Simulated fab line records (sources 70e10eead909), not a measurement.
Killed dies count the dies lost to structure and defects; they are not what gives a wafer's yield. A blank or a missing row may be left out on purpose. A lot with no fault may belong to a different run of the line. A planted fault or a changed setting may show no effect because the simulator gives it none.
Problem report in the 8D (eight disciplines) form, filled by code / flow nand-harc / the parts of the form that need people (team, actions taken, sign-off) are left out

1. WHAT WENT WRONG
Wafers with no fault read 1.4 % with a standard deviation of 0.59, whereas sort_bin_2_pct at NHARC_END_SORT_01 reads a mean of 96.9 % on 1 wafer of 1 lot. So: +99 or more standard deviations from the usual mean.
Seen first at day 21 04:36 on prober-02, wafer L177.5. The record holds 3 wafers of 1 lot with a number at this step. Rule for "out", or "out of limits": more than 4 standard deviations from the usual mean. Any other wafer with a number is counted as sound.

2. WHAT IT IS, WHAT IT ISN'T
question=which readings at this step; is=sort_bin_2_pct, defect-limited-yield, killed-at-array, killed-dies, sort-n-pass, sort-rim-yield-pct, sort-yield-pct; is not=killed-at-other, killed-at-periphery, killed-open, killed-short, sort_bin_3_pct, sort_bin_4_pct
question=which lots; is=L177; is not=-
question=which wafers of those lots; is=L177.5; is not=L177.2, L177.3
question=read on which gauges; is=prober-02; is not=-
question=when; is=from day 21 04:36; is not=up to then (2 sound wafers)

3. SUSPECTS, AND WHAT RULES EACH OUT
Counting: if a tool at a process step up to the reading ran every lot that is out, it stays a suspect. Sound lots after the first of them don't rule it out here, since some wafers of a struck lot are sound.
- the gauge at NHARC_END_SORT_01: kept. All the wafers that are out were read on prober-02, and no step on other tools shows them out.
- pvd-sputter-02 at NHARC_A_M0_PVD_21 (deposits Cu, target thk 30 nm, time 20.49 s): kept. It ran the lot that is out, L177 (day 19 11:23).
- rie-si-02 at NHARC_THIN_TSV_ETCH_15 (target depth 3000 nm, bosch target overetch cycles 2, bosch etch step 2.8 s): kept. It ran the lot that is out, L177 (day 20 11:28).
- pvd-sputter-01 at NHARC_THIN_TSV_PVD_51 (deposits Cu, target thk 100 nm): kept. It ran the lot that is out, L177 (day 21 02:12). NHARC_THIN_TSV_PVD_51 gives no start for some lots, so the hours and the order of its lots are those of NHARC_END_SORT_01.
Left after counting: pvd-sputter-02 at NHARC_A_M0_PVD_21, rie-si-02 at NHARC_THIN_TSV_ETCH_15, pvd-sputter-01 at NHARC_THIN_TSV_PVD_51, prober-02 at NHARC_END_SORT_01.

4. THE CAUSE (what the simulator had put in)
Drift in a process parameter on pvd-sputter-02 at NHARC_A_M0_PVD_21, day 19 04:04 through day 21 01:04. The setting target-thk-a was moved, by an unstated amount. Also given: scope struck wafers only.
After counting, 4 suspects remain, this tool included.

5. SEQUENCE OF EFFECTS, ordered by route
Each row: a reading whose mean over the struck wafers that have a number lies more than 3 standard deviations from the usual. Scope: only readings with a usual standard deviation given in the record; hours: median across lots of the time from each lot's start at the first step in this table that gives one to its start at this step; sigmas: change in usual standard deviations.
hours=0; step=NHARC_END_SORT_01; reading=defect-limited-yield; usual=95.6 %; on struck wafers=0.0; change=-95.6; sigmas=-68
hours=0; step=NHARC_END_SORT_01; reading=killed-at-array; usual=26; on struck wafers=672; change=+646; sigmas=+72
hours=0; step=NHARC_END_SORT_01; reading=killed-dies; usual=30; on struck wafers=677; change=+647; sigmas=+71
hours=0; step=NHARC_END_SORT_01; reading=sort_bin_2_pct; usual=1.4 %; on struck wafers=96.9; change=+95.5; sigmas=+99 or more
hours=0; step=NHARC_END_SORT_01; reading=sort-n-pass; usual=647; on struck wafers=0; change=-647; sigmas=-71
hours=0; step=NHARC_END_SORT_01; reading=sort-rim-yield-pct; usual=95.4 %; on struck wafers=0.0; change=-95.4; sigmas=-32
hours=0; step=NHARC_END_SORT_01; reading=sort-yield-pct; usual=95.6 %; on struck wafers=0.0; change=-95.6; sigmas=-68

6. WHAT WOULD HAVE CAUGHT IT SOONER
In this record the first reading out of limits at a measuring or inspecting step was taken at day 21 04:36, 49 hours after the fault began at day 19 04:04.
No tool reading at NHARC_A_M0_PVD_21 that has a usual standard deviation in the record was out on any struck wafer, so an alarm limit of 4 standard deviations on those readings would not have fired.
By day 21 04:36 the whole set of lots that are out, 1 in number, had already begun NHARC_A_M0_PVD_21 on pvd-sputter-02. None of them would have been spared by holding the tool at that moment.
